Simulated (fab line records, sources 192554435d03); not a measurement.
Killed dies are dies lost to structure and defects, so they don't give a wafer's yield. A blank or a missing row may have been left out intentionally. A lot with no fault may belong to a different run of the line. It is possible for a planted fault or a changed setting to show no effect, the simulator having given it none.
fab line records + flow n5_finfet
record
- lots=10
- wafers=28
- last_day=17
route steps=1938 shown BEOL_M7@1305 PASSIVATION@1936
lots that met no fault: taken from a fault-free run of the same line
start_h: hours from the record's first day to the start of the lot's first wafer shown + wait_h: hours elapsed since this lot's preceding step + " unchanged from the row above + L1.1+2: several wafers, shown together as one row + - no value, or no start given + * or withheld: withheld + < > ~ a bound
route shown NAME@n: names a module that has steps shown in the file, with the first one's number in the route + usual: the fault-free wafers' mean and standard deviation + same: alike in all rows + chamber/n: place in a boat + sites: the reading at each site + _std_site: the standard deviation of these + _edge_site: outer sites' mean less inner sites' + radius_mm: how far each site lies from the wafer's centre + mask NAME#n: copy n + behind: tool/chamber where the wafer was last shaped + hold: why the lot went on hold/how many hours it stayed there/how the hold came to an end + device: names the non-switching transistor (n, p or np) + end of line: tests run on the same wafers once the route is complete + a step given without rows: its recipe and nothing more + killed: not the wafer's yield, but the dies lost to structure and defects at the first sort + map: dies across one wafer; x = killed, . = not, _ = none there
set.NAME: the run value of the setting; set.NAME@STEP: its run value at that earlier step + model.NAME: the simulator's own value behind a step, which no gauge read
route steps across a sampled set of lots; one table per step, one row per wafer
services: the hour from which a tool's chamber was out of use, counted from the record's first day as start_h (under 0 if before that day), plus the number of hours and why
## steps
# step N5_BEOL_M7_VIA_ETCH_34
# recipe
- chemistry=C4F6/O2
- target=SiCOH_lowk
- target_depth_a=1255
- mask_material=SOC
- taper_deg=4
- time_s=50.5
- ion_energy_ev=250
- pressure_mtorr=30
- source_w=345
- bias_w=185
- Ar_flow_sccm=300
- C4F6_flow_sccm=10
- O2_flow_sccm=10
# usual
- drypump_motor_current_A=5.7/0.49
- oes_f_703_au=0.78/0.1
- oes_product_au=0.78/0.097
- rf_fwd_power_W=341.5/1.6
- rf_vpp_V=667/9
- showerhead_plenum_p_Torr=2.84/0.12
- throttle_valve_pct=20.93/0.23
| lot.wafer | tool        | chamber | start_h | wait_h | drypump_motor_current_A | oes_f_703_au | oes_product_au | rf_fwd_power_W | rf_hours_counter_h | rf_vpp_V | showerhead_plenum_p_Torr | throttle_valve_pct |
|-----------|-------------|---------|---------|--------|-------------------------|--------------|----------------|----------------|--------------------|----------|--------------------------|--------------------|
| L115.2    | rie_diel-06 | 2       | 223.81  | 0.0    | 4.8                     | 0.92         | 0.91           | 340.3          | 25                 | 666      | 3.01                     | 20.72              |
| L115.4    | "           | 3       | "       | "      | 6.1                     | 0.74         | 0.71           | 343.1          | 244                | 660      | 2.80                     | 21.04              |
| L115.6    | "           | 1       | "       | "      | 5.5                     | 0.75         | 0.77           | 337.6          | -                  | 672      | 2.63                     | 20.70              |
| L117.1    | rie_diel-06 | 2       | 233.70  | 0.0    | 4.8                     | 0.91         | 0.90           | 343.4          | 29                 | 665      | 3.01                     | 20.71              |
| L117.3    | "           | 3       | "       | "      | 6.2                     | 0.74         | 0.71           | 342.0          | 247                | 660      | 2.80                     | 21.03              |
| L117.5    | "           | 2       | "       | "      | 4.8                     | 0.91         | 0.90           | 341.5          | -                  | 664      | 3.01                     | 20.73              |
| L116.2    | rie_diel-06 | 0       | 241.49  | 0.0    | 5.6                     | 0.70         | 0.71           | 341.7          | 210                | 661      | 2.92                     | 21.08              |
| L116.3    | "           | 2       | "       | "      | 4.8                     | 0.92         | 0.90           | 341.2          | 31                 | 664      | 3.01                     | 20.72              |
| L116.6    | "           | 1       | "       | "      | 5.5                     | 0.75         | 0.76           | 340.3          | -                  | 672      | 2.62                     | 20.70              |
| L118.1    | rie_diel-01 | 2       | 242.08  | 0.0    | 5.1                     | 0.73         | 0.75           | 344.3          | 157                | 665      | 2.99                     | 21.14              |
| L118.3    | "           | 1       | "       | "      | 6.4                     | 0.75         | 0.75           | 341.2          | 178                | 670      | 2.82                     | 20.98              |
| L118.6    | "           | 3       | "       | "      | 5.9                     | 0.67         | 0.68           | 342.2          | -                  | 682      | 2.82                     | 20.93              |
| L120.3    | rie_diel-01 | 1       | 247.49  | 0.0    | 6.4                     | 0.75         | 0.74           | 341.5          | 181                | 670      | 2.82                     | 21.00              |
| L120.5    | "           | 3       | "       | "      | 5.9                     | 0.68         | 0.68           | 342.8          | -                  | 681      | 2.82                     | 20.93              |
| L119.2    | rie_diel-04 | 0       | 258.81  | 0.0    | 5.4                     | 0.73         | 0.73           | 338.6          | 195                | 684      | 2.95                     | 21.06              |
| L119.5    | "           | 2       | "       | "      | 5.9                     | 0.82         | 0.81           | 342.6          | -                  | 648      | 2.87                     | 20.69              |
| L127.1    | rie_diel-06 | 1       | 294.50  | 0.0    | 5.6                     | 0.74         | 0.75           | 340.9          | 162                | 672      | 2.62                     | 20.72              |
| L127.2    | "           | 0       | "       | "      | 5.6                     | 0.69         | 0.70           | 340.2          | 226                | 661      | 2.91                     | 21.12              |
| L127.6    | "           | 3       | "       | "      | 6.2                     | 0.96         | 0.93           | 342.6          | -                  | 660      | 2.79                     | 20.67              |
| L128.1    | rie_diel-04 | 2       | 296.59  | 0.0    | 5.9                     | 0.80         | 0.79           | 344.6          | 92                 | 650      | 2.86                     | 20.74              |
| L128.3    | "           | 3       | "       | "      | 6.0                     | 0.91         | 0.91           | 344.6          | 10                 | 662      | 2.91                     | 20.49              |
| L128.5    | "           | 0       | "       | "      | 5.3                     | 0.72         | 0.72           | 341.3          | -                  | 684      | 2.94                     | 21.09              |
| L129.1    | rie_diel-01 | 3       | 309.90  | 0.0    | 6.0                     | 0.93         | 0.96           | 343.0          | 9                  | 683      | 2.81                     | 20.57              |
| L129.2    | "           | 2       | "       | "      | 5.1                     | 0.71         | 0.73           | 343.0          | 176                | 665      | 2.98                     | 21.19              |
| L129.6    | "           | 1       | "       | "      | 6.4                     | 0.73         | 0.72           | 341.8          | -                  | 670      | 2.81                     | 21.05              |
| L133.2    | rie_diel-01 | 1       | 334.99  | 0.0    | 6.4                     | 0.72         | 0.73           | 341.9          | 212                | 669      | 2.80                     | 21.03              |
| L133.3    | "           | 0       | "       | "      | 6.2                     | 0.66         | 0.67           | 338.3          | 245                | 661      | 2.69                     | 21.28              |
| L133.5    | "           | 3       | "       | "      | 5.9                     | 0.90         | 0.94           | 342.3          | -                  | 681      | 2.81                     | 20.58              |
# step N5_BEOL_M7_DEGAS_44
# recipe
- ambient=vacuum
- temp_c=250
- time_s=60
# usual
- heater_power_w=341/38
| lot.wafer | tool           | chamber | start_h | wait_h | heater_power_w |
|-----------|----------------|---------|---------|--------|----------------|
| L115.2    | pvd_sputter-01 | -       | 225.16  | 0.5    | 275            |
| L115.4    | "              | -       | "       | "      | 378            |
| L115.6    | "              | -       | "       | "      | 276            |
| L117.1    | pvd_sputter-02 | -       | 234.56  | 0.4    | 363            |
| L117.3    | "              | -       | "       | "      | 253            |
| L117.5    | "              | -       | "       | "      | 365            |
| L116.2    | pvd_sputter-02 | -       | 242.36  | 0.3    | 270            |
| L116.3    | "              | -       | "       | "      | 323            |
| L116.6    | "              | -       | "       | "      | 314            |
| L118.1    | pvd_sputter-02 | -       | 243.04  | 0.5    | 330            |
| L118.3    | "              | -       | "       | "      | 357            |
| L118.6    | "              | -       | "       | "      | 358            |
| L120.3    | pvd_sputter-01 | -       | 248.35  | 0.3    | 278            |
| L120.5    | "              | -       | "       | "      | 384            |
| L119.2    | pvd_sputter-01 | -       | 259.75  | 0.3    | 369            |
| L119.5    | "              | -       | "       | "      | 380            |
| L127.1    | pvd_sputter-01 | -       | 296.87  | 1.9    | 282            |
| L127.2    | "              | -       | "       | "      | 399            |
| L127.6    | "              | -       | "       | "      | 399            |
| L128.1    | pvd_sputter-01 | -       | 297.45  | 0.4    | 373            |
| L128.3    | "              | -       | "       | "      | 279            |
| L128.5    | "              | -       | "       | "      | 383            |
| L129.1    | pvd_sputter-01 | -       | 310.66  | 0.3    | 274            |
| L129.2    | "              | -       | "       | "      | 391            |
| L129.6    | "              | -       | "       | "      | 348            |
| L133.2    | pvd_sputter-03 | -       | 336.60  | 1.0    | 378            |
| L133.3    | "              | -       | "       | "      | 338            |
| L133.5    | "              | -       | "       | "      | 346            |
# step N5_BEOL_M7_CVD_78
# recipe
- material=Co
- target_thk_a=20
- temp_c=withheld
- precursor=CCTBA/H2
- pressure_torr=30
- time_s=142.3
| lot.wafer | tool      | chamber | start_h | wait_h | since_wet_clean_h |
|-----------|-----------|---------|---------|--------|-------------------|
| L115.2    | cvd_co-02 | 0       | 225.60  | 0.0    | 767               |
| L115.4    | "         | 2       | "       | "      | -                 |
| L115.6    | "         | 1       | "       | "      | -                 |
| L117.1    | cvd_co-02 | 0       | 235.25  | 0.0    | 777               |
| L117.3    | "         | 1       | "       | "      | 1214              |
| L117.5    | "         | 1       | "       | "      | -                 |
| L116.2    | cvd_co-01 | 2       | 243.04  | 0.2    | 544               |
| L116.3    | "         | 1       | "       | "      | 106               |
| L116.6    | "         | 0       | "       | "      | -                 |
| L118.1    | cvd_co-02 | 0       | 243.66  | 0.0    | 785               |
| L118.3    | "         | 1       | "       | "      | 1222              |
| L118.6    | "         | 0       | "       | "      | -                 |
| L120.3    | cvd_co-01 | 0       | 248.82  | 0.0    | 1009              |
| L120.5    | "         | 0       | "       | "      | -                 |
| L120.3    | cvd_co-01 | 0       | 249.24  | 0.4    | -                 |
| L120.5    | "         | 0       | "       | "      | -                 |
| L119.2    | cvd_co-02 | 0       | 260.54  | 0.3    | 802               |
| L119.5    | "         | 1       | "       | "      | -                 |
| L119.2    | cvd_co-02 | 0       | 261.03  | 0.4    | -                 |
| L119.5    | "         | 1       | "       | "      | -                 |
| L127.1    | cvd_co-02 | 0       | 297.52  | 0.1    | 839               |
| L127.2    | "         | 2       | "       | "      | 379               |
| L127.6    | "         | 0       | "       | "      | -                 |
| L128.1    | cvd_co-01 | 1       | 298.20  | 0.3    | 161               |
| L128.3    | "         | 0       | "       | "      | 1058              |
| L128.5    | "         | 0       | "       | "      | -                 |
| L129.1    | cvd_co-02 | 2       | 312.68  | 0.0    | 394               |
| L129.2    | "         | 0       | "       | "      | 854               |
| L129.6    | "         | 1       | "       | "      | -                 |
| L133.2    | cvd_co-02 | 2       | 337.51  | 0.3    | 419               |
| L133.3    | "         | 0       | "       | "      | -                 |
| L133.5    | "         | 2       | "       | "      | -                 |
# step N5_BEOL_M7_CMP_52
# recipe
- stop_on=SiCOH_lowk
- t_overpolish_s=6.9
- down_force_psi=1
- platen_rpm=50
- clearing_platen_down_force_psi=1.5
- clearing_platen_rpm=50
- post_cmp_clean=cu_alkaline
- target_thk_nm=80
- clearing_platen_pad_velocity_m_s=0.99484
- pad_velocity_m_s=0.99484
# usual
- barrier_field_endpoint_s=29.2/0.79
- clearing_platen_down_force_psi=1.501/0.0032
- edge_zone_pressure_frac=1.000/0.0051
- motor_current_A=6.2/0.51
- overpolish_run_s=6.899/0.01
- platen_rpm=50.00/0.036
- time_to_endpoint_s=63/3.3
| lot.wafer | tool   | chamber | start_h | wait_h | barrier_field_endpoint_s | clearing_platen_down_force_psi | edge_zone_pressure_frac | motor_current_A | overpolish_run_s | platen_rpm | time_to_endpoint_s |
|-----------|--------|---------|---------|--------|--------------------------|--------------------------------|-------------------------|-----------------|------------------|------------|--------------------|
| L115.4    | cmp-03 | 0       | 230.39  | 0.2    | 29.4                     | 1.500                          | 0.998                   | 6.1             | 6.908            | 50.01      | 65                 |
| L115.2    | "      | 1       | "       | "      | 29.1                     | 1.499                          | 1.003                   | 6.5             | 6.903            | 50.01      | 64                 |
| L115.6    | "      | 3       | "       | "      | 29.7                     | 1.504                          | 0.998                   | 6.9             | 6.902            | 50.04      | 63                 |
| L117.1    | cmp-02 | 3       | 240.94  | 0.3    | 27.6                     | 1.501                          | 1.003                   | 5.7             | 6.895            | 49.94      | 58                 |
| L117.3    | "      | 0       | "       | "      | 29.1                     | 1.499                          | 0.998                   | 6.6             | 6.894            | 49.98      | 62                 |
| L117.5    | "      | 3       | "       | "      | 28.8                     | 1.501                          | 0.993                   | 5.7             | 6.912            | 50.07      | 58                 |
| L116.3    | cmp-03 | 1       | 244.44  | 0.2    | 29.0                     | 1.496                          | 1.006                   | 6.6             | 6.901            | 50.01      | 63                 |
| L116.2    | "      | 2       | "       | "      | 29.3                     | 1.499                          | 1.001                   | 6.1             | 6.912            | 50.04      | 61                 |
| L116.6    | "      | 0       | "       | "      | 29.9                     | 1.500                          | 1.001                   | 5.6             | 6.896            | 49.95      | 66                 |
| L118.1    | cmp-02 | 3       | 244.70  | 0.3    | 28.3                     | 1.503                          | 0.989                   | 5.4             | 6.901            | 49.98      | 58                 |
| L118.3    | "      | 1       | "       | "      | 27.6                     | 1.506                          | 1.007                   | 6.1             | 6.901            | 50.01      | 58                 |
| L118.6    | "      | 3       | "       | "      | 27.8                     | 1.501                          | 0.994                   | 5.7             | 6.908            | 50.02      | 58                 |
| L120.3    | cmp-03 | 0       | 250.23  | 0.3    | 32.0                     | 1.508                          | 1.001                   | 5.8             | 6.903            | 49.97      | 67                 |
| L120.5    | "      | 2       | "       | "      | 32.1                     | 1.504                          | 1.011                   | 5.9             | 6.903            | 50.00      | 62                 |
| L119.2    | cmp-02 | 0       | 262.17  | 0.2    | 31.7                     | 1.497                          | 1.006                   | 6.4             | 6.893            | 49.99      | 62                 |
| L119.5    | "      | 3       | "       | "      | 30.9                     | 1.504                          | 0.993                   | 5.7             | 6.888            | 49.94      | 57                 |
| L127.1    | cmp-02 | 2       | 298.68  | 0.3    | 29.2                     | 1.495                          | 0.997                   | 6.0             | 6.893            | 49.94      | 64                 |
| L127.2    | "      | 0       | "       | "      | 30.0                     | 1.500                          | 0.998                   | 6.2             | 6.881            | 50.00      | 63                 |
| L127.6    | "      | 1       | "       | "      | 28.5                     | 1.499                          | 1.005                   | 6.2             | 6.919            | 49.99      | 58                 |
| L128.1    | cmp-04 | 2       | 299.28  | 0.3    | 30.1                     | 1.499                          | 1.008                   | 6.8             | 6.889            | 49.97      | 64                 |
| L128.3    | "      | 3       | "       | "      | 29.4                     | 1.502                          | 0.994                   | 5.7             | 6.916            | 49.96      | 59                 |
| L128.5    | "      | 3       | "       | "      | 28.4                     | 1.507                          | 1.001                   | 5.9             | 6.907            | 49.96      | 56                 |
| L129.1    | cmp-03 | 1       | 313.90  | 0.3    | 28.6                     | 1.505                          | 0.995                   | 6.6             | 6.900            | 49.99      | 64                 |
| L129.2    | "      | 2       | "       | "      | 28.5                     | 1.500                          | 1.003                   | 6.2             | 6.898            | 50.05      | 60                 |
| L129.6    | "      | 1       | "       | "      | 29.3                     | 1.499                          | 1.006                   | 6.5             | 6.890            | 49.99      | 60                 |
| L133.3    | cmp-02 | 1       | 338.48  | 0.2    | 29.3                     | 1.498                          | 1.005                   | 6.2             | 6.876            | 50.04      | 63                 |
| L133.2    | "      | 2       | "       | "      | 29.5                     | 1.498                          | 1.000                   | 5.6             | 6.901            | 49.99      | 63                 |
| L133.5    | "      | 1       | "       | "      | 29.8                     | 1.498                          | 1.001                   | 6.0             | 6.891            | 50.02      | 64                 |
# step N5_BEOL_M7_INSPECT_58
# recipe
- inspect_instrument=darkfield
- mode=post_dep
# usual
- raw_defect_count=72/24
| lot.wafer | tool              | chamber | start_h | wait_h | raw_defect_count |
|-----------|-------------------|---------|---------|--------|------------------|
| L115.2    | defect_inspect-02 | -       | 230.80  | 0.0    | 55               |
| L115.4    | "                 | -       | "       | "      | 66               |
| L115.6    | "                 | -       | "       | "      | 85               |
| L117.1    | defect_inspect-01 | -       | 241.36  | 0.0    | 66               |
| L117.3    | "                 | -       | "       | "      | 60               |
| L117.5    | "                 | -       | "       | "      | 66               |
| L116.2    | defect_inspect-02 | -       | 244.86  | 0.0    | 63               |
| L116.3    | "                 | -       | "       | "      | 104              |
| L116.6    | "                 | -       | "       | "      | 84               |
| L118.1    | defect_inspect-02 | -       | 245.11  | 0.0    | 72               |
| L118.3    | "                 | -       | "       | "      | 76               |
| L118.6    | "                 | -       | "       | "      | 83               |
| L120.3    | defect_inspect-02 | -       | 250.60  | 0.0    | 101              |
| L120.5    | "                 | -       | "       | "      | 50               |
| L119.2    | defect_inspect-01 | -       | 262.58  | 0.0    | 55               |
| L119.5    | "                 | -       | "       | "      | 34               |
| L127.1    | defect_inspect-02 | -       | 299.10  | 0.0    | 81               |
| L127.2    | "                 | -       | "       | "      | 69               |
| L127.6    | "                 | -       | "       | "      | 95               |
| L128.1    | defect_inspect-01 | -       | 299.73  | 0.0    | 34               |
| L128.3    | "                 | -       | "       | "      | 60               |
| L128.5    | "                 | -       | "       | "      | 48               |
| L129.1    | defect_inspect-02 | -       | 314.31  | 0.0    | 79               |
| L129.2    | "                 | -       | "       | "      | 131              |
| L129.6    | "                 | -       | "       | "      | 90               |
| L133.2    | defect_inspect-02 | -       | 338.89  | 0.0    | 105              |
| L133.3    | "                 | -       | "       | "      | 77               |
| L133.5    | "                 | -       | "       | "      | 70               |
# step N5_PASSIVATION_PROBE_49
# usual
- defect_limited_yield=91.3/1.3
- killed_at_M0_to_M3=35/9.3
- killed_at_M4_up=14/5.2
- killed_at_contacts=12/5.9
- killed_at_front_end=38/11
- killed_at_other=4/3.7
- killed_dies=103/15
- killed_open=67/12
- killed_short=34/8
- sort_bin_5_function=5.1/0.88
- sort_bin_6_memory=3.3/0.65
- sort_bin_8_speed=0.00/0.03
- sort_n_pass=1077/15
- sort_yield_pct=91.3/1.3
# same
- gross_dies=1180
- killed_at_back_side=0
- sort_bin_4_leakage[%]=0
| lot.wafer | tool      | chamber | start_h | wait_h | defect_limited_yield[%] | killed_at_M0_to_M3 | killed_at_M4_up | killed_at_contacts | killed_at_front_end | killed_at_other | killed_dies | killed_open | killed_short | sort_bin_5_function[%] | sort_bin_6_memory[%] | sort_bin_8_speed[%] | sort_n_pass | sort_yield_pct[%] |
|-----------|-----------|---------|---------|--------|-------------------------|--------------------|-----------------|--------------------|---------------------|-----------------|-------------|-------------|--------------|------------------------|----------------------|---------------------|-------------|-------------------|
| L118.1    | prober-02 | -       | 328.49  | 0.0    | 91.0                    | 29                 | 19              | 25                 | 32                  | 1               | 106         | 76          | 30           | 5.9                    | 3.1                  | 0                   | 1074        | 91.0              |
| L118.3    | prober-02 | -       | 328.59  | 0.1    | 90.6                    | 33                 | 21              | 25                 | 30                  | 2               | 111         | 75          | 35           | 5.5                    | 3.6                  | 0                   | 1069        | 90.6              |
| L118.6    | prober-02 | -       | 328.74  | 0.3    | 90.0                    | 34                 | 19              | 29                 | 35                  | 1               | 118         | 82          | 33           | 5.9                    | 3.8                  | 0                   | 1062        | 90.0              |
| L120.3    | prober-01 | -       | 332.26  | 0.1    | 90.3                    | 32                 | 22              | 10                 | 46                  | 4               | 114         | 68          | 44           | 6.4                    | 3.1                  | 0                   | 1066        | 90.3              |
| L119.5    | prober-02 | -       | 342.12  | 0.2    | 91.9                    | 39                 | 17              | 6                  | 27                  | 6               | 95          | 56          | 35           | 4.8                    | 3.0                  | 0.08                | 1085        | 91.9              |
| L129.6    | prober-02 | -       | 394.57  | 0.3    | 89.9                    | 42                 | 19              | 12                 | 39                  | 7               | 119         | 88          | 28           | 6.4                    | 3.4                  | 0                   | 1061        | 89.9              |
# killed by level:class
L118.1 MOL_CONTACT_COAG:geometric_particle:open=24 BEOL_M4:geometric_particle:open=11 BEOL_M3:geometric_particle:open=10 STI_FIN_REVEAL:geometric_particle:open=8 GATE_CUT:geometric_particle:short=8 BEOL_M0_SAQP:geometric_particle:open=4 BEOL_M3:geometric_particle:short=4 FIN_SAQP:geometric_particle:short=3
L118.3 MOL_CONTACT_COAG:geometric_particle:open=22 BEOL_M4:geometric_particle:open=15 BEOL_M0_SAQP:geometric_particle:short=8 BEOL_M3:geometric_particle:open=8 STI_FIN_REVEAL:geometric_particle:open=6 BEOL_M0:geometric_particle:short=6 DUMMY_GATE:geometric_particle:open=5 FIN_SAQP:geometric_particle:short=4
L118.6 MOL_CONTACT_COAG:geometric_particle:open=28 STI_FIN_REVEAL:geometric_particle:open=11 BEOL_M4:geometric_particle:open=11 STI_FIN_REVEAL:geometric_particle:short=7 BEOL_M3:geometric_particle:open=6 BEOL_M0_SAQP:geometric_particle:open=5 BEOL_M0_SAQP:geometric_particle:short=5 BEOL_M0:geometric_particle:short=5
L120.3 FIN_SAQP:geometric_particle:short=16 FIN_SAQP:geometric_particle:open=12 BEOL_M0_SAQP:geometric_particle:short=9 DUMMY_GATE:geometric_particle:open=8 MOL_CONTACT_COAG:geometric_particle:open=8 BEOL_M3:geometric_particle:open=7 BEOL_M4:geometric_particle:open=7 BEOL_M5:geometric_particle:open=6
L119.5 BEOL_M0_SAQP:geometric_particle:short=9 BEOL_M0_SAQP:geometric_particle:open=8 BEOL_M3:geometric_particle:open=7 MOL_CONTACT_COAG:geometric_particle:open=5 BEOL_M3:geometric_particle:short=5 BEOL_M4:geometric_particle:open=5 BEOL_M5:geometric_particle:open=5 FIN_SAQP:geometric_particle:open=4
L129.6 BEOL_M0_SAQP:geometric_particle:open=14 DUMMY_GATE:geometric_particle:open=11 MOL_CONTACT_COAG:geometric_particle:open=10 STI_FIN_REVEAL:geometric_particle:open=8 BEOL_M5:geometric_particle:open=7 FIN_SAQP:geometric_particle:open=6 BEOL_M2:geometric_particle:open=6 BEOL_M3:geometric_particle:open=5
## services
| tool           | chamber | start_h | hours | kind                           |
|----------------|---------|---------|-------|--------------------------------|
| cmp-02         | -       | 210.90  | 4.0   | pm                             |
| cmp-02         | -       | 214.90  | -     | consumable_replace:conditioner |
| cmp-02         | -       | 214.90  | -     | consumable_replace:pad         |
| cmp-02         | -       | 233.10  | 0.6   | repair                         |
| rie_diel-06    | 3       | 242.81  | -     | clean                          |
| rie_diel-06    | 3       | 242.81  | -     | consumable_replace:focus_ring  |
| rie_diel-06    | 3       | 242.81  | 17.0  | scheduled_down                 |
| rie_diel-06    | 3       | 242.81  | 17.0  | vent_cycle                     |
| rie_diel-01    | 2       | 244.51  | 16.5  | repair                         |
| pvd_sputter-03 | -       | 254.06  | 7.5   | repair                         |
| rie_diel-01    | 3       | 261.45  | -     | clean                          |
| rie_diel-01    | 3       | 261.45  | -     | consumable_replace:focus_ring  |
| cmp-03         | -       | 266.47  | 0.5   | repair                         |
| cmp-04         | -       | 273.88  | 2.7   | repair                         |
| cvd_co-02      | -       | 276.15  | 3.8   | pm                             |
| rie_diel-06    | 0       | 287.07  | 4.0   | repair                         |
| rie_diel-01    | 1       | 288.75  | 1.8   | repair                         |
| cmp-03         | -       | 305.50  | 4.0   | pm                             |
| cmp-02         | -       | 311.34  | 5.7   | pm                             |
| cvd_co-02      | -       | 322.79  | 6.9   | pm                             |
| cvd_co-02      | 1       | 333.33  | -     | clean                          |
| cvd_co-02      | 1       | 333.33  | 22.0  | scheduled_down                 |
| cvd_co-02      | 1       | 333.33  | 22.0  | vent_cycle                     |
| rie_diel-01    | 2       | 333.70  | 4.4   | repair                         |
## key
first_sign
- step=N5_BEOL_M7_CVD_78
- reading=visit
- direction=added
effect
- step=N5_BEOL_M7_CMP_52
- reading=barrier_field_endpoint_s
- direction=up
- sigmas=3.2
- usual=29.2
- struck=31.7
met_at N5_BEOL_M7_CVD_78
struck_lots L119,L120
rows_end L120.5
not_acting_at N5_BEOL_M7_VIA_ETCH_34,N5_BEOL_M7_DEGAS_44,N5_BEOL_M7_INSPECT_58
fault
- kind=repeated_step_whole
- tool=cvd_co-01,cvd_co-02
- chamber=-
- onset_h=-
- steps=N5_BEOL_M7_CVD_78
- times=1
- scope=struck_lots_only
# rows_end: these wafers met a further fault down the route, and their rows from its step on are left out
